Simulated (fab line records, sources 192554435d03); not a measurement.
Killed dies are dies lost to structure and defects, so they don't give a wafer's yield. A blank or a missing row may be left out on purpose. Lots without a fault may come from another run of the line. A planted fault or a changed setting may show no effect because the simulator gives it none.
fab line records | flow n5_finfet | part 1 of 2: steps 1 to 21 of 29
record lots=5 wafers=15 last_day=16
route steps=1938 shown SD_EPI_N@291 SD_EPI_P@295
lots that met no fault: from a run of the same line without faults
start_h: hours from the record's first day to the start of the lot's first wafer shown | wait_h: hours since the lot's step before | " the same as in the row above | L1.1+2: a row that stands for several wafers | - no value, or no start given | * or withheld: withheld | < > ~ a bound
route shown NAME@n: a module of which the file shows steps, and the number in the route of the first | usual: mean/standard deviation of fault-free wafers | same: alike in all rows | chamber/n: place in a boat | sites: the reading at each site | _std_site: their standard deviation | _edge_site: outer sites' mean less inner sites' | radius_mm: how far each site lies from the wafer's centre | mask NAME#n: copy n | behind: the tool/chamber that last shaped the wafer | hold: why the lot was held/for how many hours/how that ended | device: the transistor (n, p or np) that didn't switch | end of line: the same wafers' tests at the end of the route | a step without rows: its recipe alone | killed: dies lost to structure and defects at the first sort, not the wafer's yield | map: a wafer's dies, x killed, . not, _ none there
set.NAME: the setting as run; set.NAME@STEP: as run at that earlier step | model.NAME: the simulator's own value behind a step, which no gauge read
lots at some steps of the route; a table a step, a row a wafer
services: from which hour (start_h, from the record's first day; less than 0 if before it) a tool's chamber was out of use, for how many hours, and why
## steps
# step N5_SD_EPI_N_SRD_25
# recipe time_s=30 temp_c=23 rinse_liquid=diw dry=ipa_marangoni
# usual temp_c=23.00/0.12
# columns lot.wafer tool chamber start_h wait_h temp_c
L074.3 wet_bench-03 7 52.98 0.0 22.90
L074.4 " 6 " " 22.97
L074.6 " 3 " " 23.03
L082.3 wet_bench-03 3 102.08 0.0 22.74
L082.4 " 7 " " 23.19
L082.5 " 6 " " 22.96
L084.3 wet_bench-03 2 112.82 0.0 23.05
L084.4 " 5 " " 23.21
L084.5 " 7 " " 23.24
L088.2 wet_bench-03 2 144.40 0.0 22.98
L088.3 " 6 " " 23.21
L088.6 " 4 " " 22.86
L092.1 wet_bench-05 3 162.88 0.0 23.03
L092.3 " 0 " " 22.87
L092.5 " 7 " " 22.93
# step N5_SD_EPI_N_PRECLEAN_49
# recipe chemistry=NF3:NH3 afs_cycles=1 temp_c=30 time_s=20 sublimation_temp_c=180 sublimation_time_s=60 pressure_torr=3 rf_power_w=30
# usual temp_c=30.00/0.098
# same sublimation_time_s=60
# columns lot.wafer tool chamber start_h wait_h temp_c
L074.3 remote_plasma-01 0 53.09 0.1 30.03
L074.4 " 0 " " 30.09
L074.6 " 0 " " 29.97
L082.3 remote_plasma-02 1 102.18 0.1 29.87
L082.4 " 1 " " 30.05
L082.5 " 1 " " 30.12
L084.3 remote_plasma-02 0 112.93 0.1 29.96
L084.4 " 0 " " 29.90
L084.5 " 0 " " 29.94
L088.2 remote_plasma-01 1 144.48 0.1 29.98
L088.3 " 1 " " 29.82
L088.6 " 1 " " 30.03
L092.1 remote_plasma-01 0 162.93 0.0 29.90
L092.3 " 0 " " 30.07
L092.5 " 0 " " 29.79
# step N5_SD_EPI_N_LINER_46
# recipe material=SiNx target_thk_a=30 temp_c=400 ald_precursor_family=SiH2I2 ald_co_reactant=N2/H2-plasma pressure_torr=2
# usual heater_power_outer_w=525/52 heater_power_w=842/62
# columns lot.wafer tool chamber start_h wait_h heater_power_outer_w heater_power_w
L074.3 ald_sin-04 2 53.47 0.4 498 821
L074.4 " 0 " " 459 825
L074.6 " 3 " " 478 797
L082.3 ald_sin-02 0 102.33 0.1 517 725
L082.4 " 3 " " 457 702
L082.5 " 2 " " 584 865
L084.3 ald_sin-04 3 113.13 0.2 494 803
L084.4 " 1 " " 544 887
L084.5 " 0 " " 457 832
L088.2 ald_sin-03 3 144.65 0.1 606 945
L088.3 " 0 " " 449 777
L088.6 " 2 " " 564 888
L092.1 ald_sin-02 2 163.61 0.7 582 871
L092.3 " 3 " " 453 725
L092.5 " 0 " " 500 746
# step N5_SD_EPI_N_INSPECT_26
# recipe inspect_instrument=darkfield mode=post_epi
# usual raw_defect_count=208/44
# columns lot.wafer tool chamber start_h wait_h raw_defect_count
L074.3 defect_inspect-01 - 53.74 0.2 208
L074.4 " - " " 319
L074.6 " - " " 305
L082.3 defect_inspect-01 - 102.58 0.1 247
L082.4 " - " " 256
L082.5 " - " " 184
L084.3 defect_inspect-01 - 113.38 0.1 196
L084.4 " - " " 180
L084.5 " - " " 299
L088.2 defect_inspect-01 - 144.90 0.1 184
L088.3 " - " " 280
L088.6 " - " " 242
L092.1 defect_inspect-02 - 163.86 0.1 190
L092.3 " - " " 198
L092.5 " - " " 184
# step N5_SD_EPI_P_COAT_34
# recipe resist=SOC temp_c=250 time_s=60 spin_rpm=1500 resist_thk_nm=350
# usual heater_power_total_W=500.4/1.8
# columns lot.wafer tool chamber start_h wait_h heater_power_total_W
L074.3 litho_track-04 0 53.77 0.0 501.2
L074.4 " 0 " " 501.2
L074.6 " 0 " " 498.9
L082.3 litho_track-04 0 102.61 0.0 502.6
L082.4 " 0 " " 499.7
L082.5 " 0 " " 501.0
L084.3 litho_track-03 0 113.41 0.0 502.6
L084.4 " 0 " " 500.1
L084.5 " 0 " " 498.4
L088.2 litho_track-03 0 144.93 0.0 498.5
L088.3 " 0 " " 499.8
L088.6 " 0 " " 499.8
L092.1 litho_track-01 0 163.89 0.0 501.4
L092.3 " 0 " " 503.3
L092.5 " 0 " " 497.8
# step N5_SD_EPI_P_COAT_35
# recipe resist=SiARC temp_c=220 time_s=60 spin_rpm=1500 resist_thk_nm=35
# usual heater_power_total_W=427.5/2
# columns lot.wafer tool chamber start_h wait_h heater_power_total_W
L074.3 litho_track-04 0 - - 430.0
L074.4 " 0 " " 425.1
L074.6 " 0 " " 426.2
L082.3 litho_track-04 0 - - 429.0
L082.4 " 0 " " 426.3
L082.5 " 0 " " 429.8
L084.3 litho_track-03 0 - - 428.4
L084.4 " 0 " " 425.9
L084.5 " 0 " " 425.1
L088.2 litho_track-03 0 - - 425.5
L088.3 " 0 " " 425.6
L088.6 " 0 " " 426.4
L092.1 litho_track-01 0 - - 425.3
L092.3 " 0 " " 427.2
L092.5 " 0 " " 426.3
# step N5_SD_EPI_P_COAT_03
# recipe resist=CAR-ArF-block spin_rpm=1500 resist_thk_nm=150
# columns lot.wafer tool chamber start_h wait_h
L074.3+4+6 litho_track-04 0 - -
L082.3+4+5 litho_track-04 0 - -
L084.3+4+5 litho_track-03 0 - -
L088.2+3+6 litho_track-03 0 - -
L092.1+3+5 litho_track-01 0 - -
# step N5_SD_EPI_P_EBR_05
# recipe solvent=PGMEA ebr_width_mm=1.5
# same ebr_width_mm=1.5
# columns lot.wafer tool chamber start_h wait_h
L074.3+4+6 litho_track-04 0 - -
L082.3+4+5 litho_track-04 0 - -
L084.3+4+5 litho_track-03 0 - -
L088.2+3+6 litho_track-03 0 - -
L092.1+3+5 litho_track-01 0 - -
# step N5_SD_EPI_P_SOFTBAKE_04
# recipe temp_c=110 time_s=60 resist=CAR-ArF-block
# usual heater_power_total_W=175.4/1.7
# columns lot.wafer tool chamber start_h wait_h heater_power_total_W
L074.3 litho_track-04 0 - - 173.0
L074.4 " 0 " " 174.7
L074.6 " 0 " " 174.7
L082.3 litho_track-04 0 - - 177.5
L082.4 " 0 " " 173.0
L082.5 " 0 " " 173.2
L084.3 litho_track-03 0 - - 177.1
L084.4 " 0 " " 177.4
L084.5 " 0 " " 176.6
L088.2 litho_track-03 0 - - 177.5
L088.3 " 0 " " 176.3
L088.6 " 0 " " 177.3
L092.1 litho_track-01 0 - - 173.0
L092.3 " 0 " " 176.8
L092.5 " 0 " " 177.0
# step N5_SD_EPI_P_EXPOSE_06
# recipe mask_id=SD_P_BLK na=1.35 source_shape=conventional sigma_outer=0.8 polarization=unpolarized target_cd_nm=240 dose_mj=39.5
# usual stage_vel_mm_s=500.00/0.27
# columns lot.wafer tool chamber start_h wait_h mask stage_vel_mm_s
L074.3 arfi_scanner-03 0 54.02 - SD_P_BLK#0 500.03
L074.4 " 0 " " SD_P_BLK#0 499.75
L074.6 " 0 " " SD_P_BLK#0 499.91
L082.3 arfi_scanner-02 0 102.74 - SD_P_BLK#0 500.03
L082.4 " 0 " " SD_P_BLK#0 500.48
L082.5 " 0 " " SD_P_BLK#0 500.16
L084.3 arfi_scanner-02 0 113.54 - SD_P_BLK#0 499.96
L084.4 " 0 " " SD_P_BLK#0 500.00
L084.5 " 0 " " SD_P_BLK#0 500.03
L088.2 arfi_scanner-01 0 145.06 - SD_P_BLK#0 499.78
L088.3 " 0 " " SD_P_BLK#0 499.92
L088.6 " 0 " " SD_P_BLK#0 500.18
L092.1 arfi_scanner-01 0 164.14 - SD_P_BLK#0 499.90
L092.3 " 0 " " SD_P_BLK#0 499.81
L092.5 " 0 " " SD_P_BLK#0 500.07
# step N5_SD_EPI_P_PEB_07
# recipe peb_temp_c=110 peb_time_s=60 resist=CAR-ArF-block
# usual heater_power_total_W=175.2/1.7
# columns lot.wafer tool chamber start_h wait_h heater_power_total_W
L074.3 litho_track-03 0 54.07 0.0 173.6
L074.4 " 0 " " 177.1
L074.6 " 0 " " 176.8
L082.3 litho_track-03 0 102.79 0.0 177.2
L082.4 " 0 " " 173.1
L082.5 " 0 " " 177.5
L084.3 litho_track-03 0 113.59 0.0 176.7
L084.4 " 0 " " 177.4
L084.5 " 0 " " 173.3
L088.2 litho_track-03 0 145.11 0.0 175.9
L088.3 " 0 " " 175.0
L088.6 " 0 " " 174.6
L092.1 litho_track-04 0 164.19 0.1 174.5
L092.3 " 0 " " 176.4
L092.5 " 0 " " 172.9
# step N5_SD_EPI_P_DEVELOP_08
# recipe develop_time_s=30 developer=TMAH resist=CAR-ArF-block dev_temp_c=23 rinse_liquid=diw dry=air_spin
# columns lot.wafer tool chamber start_h wait_h
L074.3+4+6 litho_track-03 0 - -
L082.3+4+5 litho_track-03 0 - -
L084.3+4+5 litho_track-03 0 - -
L088.2+3+6 litho_track-03 0 - -
L092.1+3+5 litho_track-04 0 - -
# step N5_SD_EPI_P_CD_MEAS_09
# recipe target_cd_nm=240 landing_energy_ev=500 detector=se_inlens
# usual cd_nm=239.9/0.84
# same landing_energy_ev=500
# columns lot.wafer tool chamber start_h wait_h cd_nm
L074.3 cd_sem-01 0 54.14 - 240.3
L074.4 " 0 " " 238.9
L074.6 " 0 " " 240.7
L082.3 cd_sem-02 0 102.86 - 239.3
L082.4 " 0 " " 239.6
L082.5 " 0 " " 239.1
L084.3 cd_sem-02 0 113.66 - 240.9
L084.4 " 0 " " 239.3
L084.5 " 0 " " 239.4
L088.2 cd_sem-01 0 145.18 - 240.6
L088.3 " 0 " " 241.1
L088.6 " 0 " " 239.5
L092.1 cd_sem-02 0 164.26 - 240.9
L092.3 " 0 " " 240.3
L092.5 " 0 " " 240.3
# step N5_SD_EPI_P_OVL_MEAS_10
# recipe points_per_wafer=44
# usual SD_P_BLK_OVL=0.2/0.73
# columns lot.wafer tool chamber start_h wait_h SD_P_BLK_OVL[nm]
L074.3 overlay-01 0 54.17 0.0 0.7
L074.4 " 0 " " 0.3
L074.6 " 0 " " 1.0
L082.3 overlay-02 0 102.89 0.0 -0.8
L082.4 " 0 " " 0.1
L082.5 " 0 " " -1.1
L084.3 overlay-02 0 113.69 0.0 0.7
L084.4 " 0 " " 1.2
L084.5 " 0 " " -0.2
L088.2 overlay-01 0 145.21 0.0 -0.5
L088.3 " 0 " " 0.8
L088.6 " 0 " " 0.9
L092.1 overlay-01 0 164.29 0.0 -0.6
L092.3 " 0 " " 0.8
L092.5 " 0 " " 0.4
# step N5_SD_EPI_P_INSPECT_11
# recipe mode=adi inspect_instrument=macro
# usual raw_defect_count=2.0/1.4
# columns lot.wafer tool chamber start_h wait_h raw_defect_count
L074.3 defect_inspect-02 - 54.19 0.0 2
L074.4 " - " " 0
L074.6 " - " " 1
L082.3 defect_inspect-01 - 102.91 0.0 0
L082.4 " - " " 4
L082.5 " - " " 1
L084.3 defect_inspect-02 - 113.71 0.0 2
L084.4 " - " " 4
L084.5 " - " " 2
L088.2 defect_inspect-02 - 145.23 0.0 0
L088.3 " - " " 5
L088.6 " - " " 4
L092.1 defect_inspect-02 - 164.31 0.0 5
L092.3 " - " " 7
L092.5 " - " " 2
# step N5_SD_EPI_P_DESCUM_14
# recipe chemistry=O2 time_s=7.9 source_power_w=50 bias_power_w=20 pressure_mtorr=20 rf_frequency_hz=2.712e+07 temp_c=40 resist=CAR-ArF-block o2_flow_sccm=225
# usual drypump_motor_current_A=5.51/0.26 oes_product_au=0.78/0.081 rf_vpp_V=243.4/1.4 showerhead_plenum_p_Torr=2.11/0.067 temp_c=40.00/0.11 throttle_valve_pct=20.45/0.24
# columns lot.wafer tool chamber start_h wait_h drypump_motor_current_A oes_product_au rf_hours_counter_h rf_vpp_V showerhead_plenum_p_Torr temp_c throttle_valve_pct
L074.3 rie_diel-06 1 54.23 0.0 5.28 0.71 174 240.6 2.08 40.06 20.51
L074.4 " 3 " " 5.90 0.92 28 244.7 2.24 40.06 20.05
L074.6 " 1 " " 5.29 0.71 - 240.2 2.08 40.08 20.52
L082.3 rie_diel-02 3 102.94 0.0 5.37 0.79 132 242.8 2.01 39.91 20.44
L082.4 " 0 " " 5.08 0.70 210 243.9 2.17 40.00 20.61
L082.5 " 3 " " 5.36 0.78 - 241.7 2.01 40.24 20.43
L084.3 rie_diel-06 1 113.74 0.0 5.31 0.71 192 242.1 2.08 40.12 20.55
L084.4 " 2 " " 5.45 0.75 164 244.3 2.18 40.10 20.23
L084.5 " 0 " " 5.80 0.73 - 242.4 2.06 40.15 20.52
L088.2 rie_diel-06 2 145.29 0.1 5.40 0.74 169 243.9 2.18 40.11 20.23
L088.3 " 0 " " 5.77 0.71 216 242.2 2.06 39.93 20.53
L088.6 " 3 " " 5.93 0.88 - 245.4 2.23 40.10 20.09
L092.1 rie_diel-06 3 164.35 0.0 5.92 0.87 63 245.3 2.22 39.98 20.09
L092.3 " 0 " " 5.75 0.71 222 242.0 2.06 39.92 20.54
L092.5 " 2 " " 5.42 0.75 - 245.2 2.18 40.02 20.25
# step N5_SD_EPI_P_ETCH_36
# recipe chemistry=CF4 target=SiARC target_depth_a=455 mask_material=CAR-ArF-block time_s=75.8 ion_energy_ev=80 pressure_mtorr=40 source_w=545 bias_w=36 Ar_flow_sccm=100 cf4_flow_sccm=100 ends=cleared
# usual drypump_motor_current_A=5.51/0.26 etch_rf_on_time_s=75.8/1.7 oes_product_au=0.67/0.068 rf_vpp_V=184.3/1 showerhead_plenum_p_Torr=2.15/0.063 throttle_valve_pct=15.60/0.27
# columns lot.wafer tool chamber start_h wait_h drypump_motor_current_A etch_rf_on_time_s oes_product_au rf_hours_counter_h rf_vpp_V showerhead_plenum_p_Torr throttle_valve_pct
L074.3 rie_diel-06 1 54.26 0.0 5.29 76.1 0.62 174 183.6 2.13 15.66
L074.4 " 3 " " 5.90 75.5 0.78 28 184.5 2.27 15.17
L074.6 " 1 " " 5.27 75.6 0.62 - 184.7 2.13 15.69
L082.3 rie_diel-02 3 102.98 0.0 5.31 75.9 0.67 132 183.8 2.05 15.55
L082.4 " 0 " " 5.11 76.4 0.60 210 184.5 2.19 15.63
L082.5 " 3 " " 5.30 75.7 0.67 - 183.2 2.05 15.55
L084.3 rie_diel-06 1 113.78 0.0 5.29 75.6 0.61 192 185.9 2.12 15.72
L084.4 " 2 " " 5.40 74.0 0.65 164 184.7 2.22 15.43
L084.5 " 0 " " 5.80 76.7 0.60 - 184.5 2.14 15.90
L088.2 rie_diel-06 2 145.32 0.0 5.44 73.2 0.64 169 183.7 2.22 15.46
L088.3 " 0 " " 5.78 76.0 0.61 216 184.4 2.14 15.92
L088.6 " 3 " " 5.89 74.1 0.75 - 184.9 2.26 15.20
L092.1 rie_diel-06 3 164.38 0.0 5.92 74.0 0.75 63 184.9 2.26 15.22
L092.3 " 0 " " 5.80 74.7 0.60 222 183.0 2.14 15.92
L092.5 " 2 " " 5.39 72.8 0.63 - 184.6 2.22 15.46
# step N5_SD_EPI_P_ETCH_37
# recipe chemistry=N2/H2 target=SOC overetch_a=1080 mask_material=SiARC temp_c=40 ion_energy_ev=100 source_w=3000 bias_w=133 pressure_mtorr=20 time_s=486 n2_flow_sccm=200 h2_flow_sccm=200 ends=end_point
# usual drypump_motor_current_A=5.52/0.26 oes_product_au=0.70/0.069 rf_vpp_V=241.0/1.3 showerhead_plenum_p_Torr=2.55/0.076 temp_c=40.02/0.12 throttle_valve_pct=23.7/0.3
# columns lot.wafer tool chamber start_h wait_h drypump_motor_current_A oes_product_au rf_hours_counter_h rf_vpp_V showerhead_plenum_p_Torr temp_c throttle_valve_pct
L074.3 rie_diel-06 1 54.32 0.0 5.30 0.64 175 239.4 2.53 40.08 23.9
L074.4 " 3 " " 5.91 0.81 28 244.4 2.69 40.01 23.2
L074.6 " 1 " " 5.29 0.65 - 240.6 2.53 40.04 23.9
L082.3 rie_diel-02 3 103.03 0.0 5.36 0.70 132 239.1 2.44 39.92 23.7
L082.4 " 0 " " 5.10 0.63 210 241.8 2.62 39.98 24.1
L082.5 " 3 " " 5.32 0.69 - 239.7 2.44 40.07 23.7
L084.3 rie_diel-06 1 113.83 0.0 5.32 0.64 192 241.2 2.52 39.88 23.9
L084.4 " 2 " " 5.44 0.66 164 242.9 2.65 40.10 23.9
L084.5 " 0 " " 5.77 0.64 - 241.6 2.52 39.90 24.0
L088.2 rie_diel-06 2 145.38 0.0 5.41 0.66 169 242.8 2.65 39.97 23.9
L088.3 " 0 " " 5.79 0.64 217 241.0 2.52 39.83 24.0
L088.6 " 3 " " 5.90 0.78 - 242.4 2.68 39.94 23.2
L092.1 rie_diel-06 3 164.44 0.0 5.87 0.78 63 241.8 2.68 39.98 23.2
L092.3 " 0 " " 5.77 0.63 222 240.5 2.52 39.93 24.1
L092.5 " 2 " " 5.43 0.66 - 242.3 2.65 40.11 23.9
# step N5_SD_EPI_P_STRIP_38
# recipe chemistry=N2/H2 temp_c=40 n2_flow_sccm=200 h2_flow_sccm=200 rf_frequency_hz=6e+07
# columns lot.wafer tool chamber start_h wait_h
L074.3+4+6 rie_diel-06 1,3,1 54.63 0.2
L082.3+4+5 rie_diel-02 3,0,3 103.35 0.2
L084.3+4+5 rie_diel-06 1,2,0 114.15 0.2
L088.2+3+6 rie_diel-06 2,0,3 145.70 0.2
L092.1+3+5 rie_diel-06 3,0,2 164.75 0.2
# step N5_SD_EPI_P_ETCHBACK_46
# recipe chemistry=CH3F/O2 mode=anisotropic_etchback target=SiNx target_depth_a=175 stop_on=SiO2 over_etch_frac=0.3 ion_energy_ev=120 pressure_mtorr=30 source_w=395 bias_w=73 Ar_flow_sccm=150 CH3F_flow_sccm=30 O2_flow_sccm=20
# usual drypump_motor_current_A=5.51/0.26 oes_product_au=0.67/0.065 rf_vpp_V=298/6.5 showerhead_plenum_p_Torr=2.01/0.065 throttle_valve_pct=16.35/0.26
# columns lot.wafer tool chamber start_h wait_h drypump_motor_current_A oes_product_au rf_hours_counter_h rf_vpp_V showerhead_plenum_p_Torr throttle_valve_pct
L074.3 rie_diel-06 1 54.64 0.0 5.31 0.61 175 301 1.98 16.39
L074.4 " 3 " " 5.90 0.78 28 300 2.15 16.02
L074.6 " 1 " " 5.30 0.61 - 303 1.98 16.37
L082.3 rie_diel-02 3 103.36 0.0 5.33 0.67 132 295 1.91 16.30
L082.4 " 0 " " 5.09 0.61 210 305 2.06 16.42
L082.5 " 3 " " 5.33 0.68 - 294 1.91 16.30
L084.3 rie_diel-06 1 114.16 0.0 5.31 0.61 193 301 1.98 16.43
L084.4 " 2 " " 5.46 0.63 164 285 2.07 16.12
L084.5 " 0 " " 5.79 0.62 - 293 2.00 16.59
L088.2 rie_diel-06 2 145.71 0.0 5.43 0.63 169 286 2.07 16.13
L088.3 " 0 " " 5.77 0.61 217 293 1.99 16.62
L088.6 " 3 " " 5.90 0.74 - 301 2.14 16.06
L092.1 rie_diel-06 3 164.76 0.0 5.87 0.74 63 299 2.13 16.05
L092.3 " 0 " " 5.79 0.60 222 293 1.99 16.63
L092.5 " 2 " " 5.44 0.63 - 288 2.07 16.13
# step N5_SD_EPI_P_ETCH_47
# recipe chemistry=CH3F/O2 target=SiOCN target_depth_a=250 mask_material=SOC ion_energy_ev=60 bias_w=29 pressure_mtorr=30 source_w=410 Ar_flow_sccm=150 CH3F_flow_sccm=30 O2_flow_sccm=20
# usual drypump_motor_current_A=5.51/0.26 oes_product_au=0.78/0.08 rf_vpp_V=127.7/2.8 showerhead_plenum_p_Torr=2.01/0.066 throttle_valve_pct=16.32/0.26
# columns lot.wafer tool chamber start_h wait_h drypump_motor_current_A oes_product_au rf_hours_counter_h rf_vpp_V showerhead_plenum_p_Torr throttle_valve_pct
L074.3 rie_diel-06 1 54.74 0.1 5.32 0.72 175 129.9 1.98 16.37
L074.4 " 3 " " 5.89 0.92 28 127.9 2.15 15.98
L074.6 " 1 " " 5.29 0.72 - 128.0 1.98 16.38
L082.3 rie_diel-02 3 103.46 0.1 5.33 0.78 132 127.8 1.92 16.27
L082.4 " 0 " " 5.11 0.70 210 130.8 2.06 16.39
L082.5 " 3 " " 5.35 0.78 - 125.7 1.91 16.26
L084.3 rie_diel-06 1 114.26 0.1 5.31 0.70 193 129.1 1.97 16.42
L084.4 " 2 " " 5.42 0.74 164 123.9 2.07 16.10
L084.5 " 0 " " 5.81 0.71 - 124.0 2.00 16.57
L088.2 rie_diel-06 2 145.81 0.1 5.42 0.74 169 122.9 2.07 16.09
L088.3 " 0 " " 5.80 0.70 217 125.0 1.99 16.60
L088.6 " 3 " " 5.92 0.87 - 128.7 2.14 16.02
L092.1 rie_diel-06 3 164.86 0.1 5.91 0.87 63 129.6 2.14 16.04
L092.3 " 0 " " 5.81 0.70 222 126.0 1.99 16.62
L092.5 " 2 " " 5.48 0.74 - 123.3 2.07 16.11
